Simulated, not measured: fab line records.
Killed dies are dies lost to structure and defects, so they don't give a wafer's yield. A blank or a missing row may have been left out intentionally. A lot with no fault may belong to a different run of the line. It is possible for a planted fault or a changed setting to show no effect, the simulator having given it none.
Problem report in the 8D (eight disciplines) form, filled by code -- flow n5_finfet -- the parts of the form that need people (team, actions taken, sign-off) are left out

== 1. THE ISSUE ==
Mean IOFF_N_LONG at N5_BEOL_M4_RC_MEAS_101: 8.86e-05 nA/um over 5 wafers in 3 lots; fault-free wafers: 5.54e-05 nA/um, standard deviation 2.7e-06. That is +12 standard deviations from the usual mean.
First seen on wafer L782.1, day 13 10:34, on prober-01. The record holds 24 wafers of 9 lots with a number at this step. Rule for "out" (also "out of limits"): further than 4 standard deviations from the usual mean. The other wafers with a number count as sound.

== 2. WHAT IT IS AND WHAT IT IS NOT ==
question,is,is not
which readings at this step,"IOFF_N_LONG, IOFF_N_LIN, VT_N, VT_N_LONG, VT_N_LVT","DIBL_N, DIBL_P, IOFF_P, ION_P, SS_N, SS_P, VT_P"
which lots,"L782, L783, L784","L776, L777, L787, L790, L793, L798"
which wafers of those lots,"L782.1, L782.2, L783.1, L784.1, L784.2",L783.3
read on which gauges,"prober-01, prober-02",-
when,from day 13 10:34,"up to then (6 sound wafers); but 13 sound wafers of L783, L787, L790, L793, L798 came after"

== 3. SUSPECTS, AND WHAT RULES EACH OUT ==
Counting: if a tool at a process step up to the reading ran every lot that is out, it stays a suspect. Sound lots after the first of them don't rule it out here, since some wafers of a struck lot are sound.
- the gauge at N5_BEOL_M4_RC_MEAS_101: ruled out. 2 gauges (prober-01, prober-02) read the wafers that are out.
- ald_metal-01 at N5_HKMG_FIN_NWFM_ALD_20 (deposits TiAlC, target thk 2 nm, pulse time 3 s, purge time 2 s): kept. It ran every lot that is out, first L782 (day 6 06:29); its last sound lot up to then is L777 (day 4 14:35).
Left after counting: ald_metal-01 at N5_HKMG_FIN_NWFM_ALD_20.

== 4. THE CAUSE (what the simulator had put in) ==
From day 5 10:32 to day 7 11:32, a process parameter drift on ald_metal-01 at N5_HKMG_FIN_NWFM_ALD_20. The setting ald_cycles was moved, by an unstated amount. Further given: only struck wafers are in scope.
Counting left only this tool.

== 5. THE CHAIN OF EFFECTS, in route order ==
Each row: a reading whose mean over the struck wafers that have a number lies more than 3 standard deviations from the usual. Scope: only readings with a usual standard deviation given in the record; hours: median across lots of the time from each lot's start at the first step in this table that gives one to its start at this step; sigmas: change in usual standard deviations.
hours,step,reading,usual,on struck wafers,change,sigmas
0,N5_BEOL_M4_RC_MEAS_101,IOFF_N,0.18 nA/um,0.39,+0.21,+5.3
0,N5_BEOL_M4_RC_MEAS_101,IOFF_N_85C,3.5 nA/um,6.5,+3.0,+4.8
0,N5_BEOL_M4_RC_MEAS_101,IOFF_N_LIN,0.083 nA/um,0.166,+0.083,+5.9
0,N5_BEOL_M4_RC_MEAS_101,IOFF_N_LONG,5.54e-05 nA/um,8.86e-05,+3.32e-05,+12
0,N5_BEOL_M4_RC_MEAS_101,ION_N,681 uA/um,717,+36,+3.0
0,N5_BEOL_M4_RC_MEAS_101,VT_N,248 mV,229,-19,-6.0
0,N5_BEOL_M4_RC_MEAS_101,VT_N_LONG,274.5 mV,256.4,-18.1,-8.6
0,N5_BEOL_M4_RC_MEAS_101,VT_N_LVT,98 mV,78,-20,-6.1
106,N5_PASSIVATION_PROBE_49,sort_bin_4_leakage,0.01 %,14.56,+14.55,+99 or more
106,N5_PASSIVATION_PROBE_49,sort_n_pass,1075,909,-166,-9.7
106,N5_PASSIVATION_PROBE_49,sort_yield_pct,91.1 %,77.1,-14.0,-10
It contains these process steps:
- N5_PASSIVATION_PROBE_49

== 6. WHAT WOULD HAVE CAUGHT IT SOONER ==
The first out-of-limits reading at a measuring or inspecting step in this record came at day 13 10:34, 192 hours after the fault's start at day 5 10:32.
An alarm limit of 4 standard deviations would not have fired on the tool readings at N5_HKMG_FIN_NWFM_ALD_20 for which the record gives a usual standard deviation, since none of them was out on any struck wafer.
By day 13 10:34 the whole set of lots that are out, 3 in number, had already begun N5_HKMG_FIN_NWFM_ALD_20 on ald_metal-01. A hold on the tool at that time would have spared none of them.
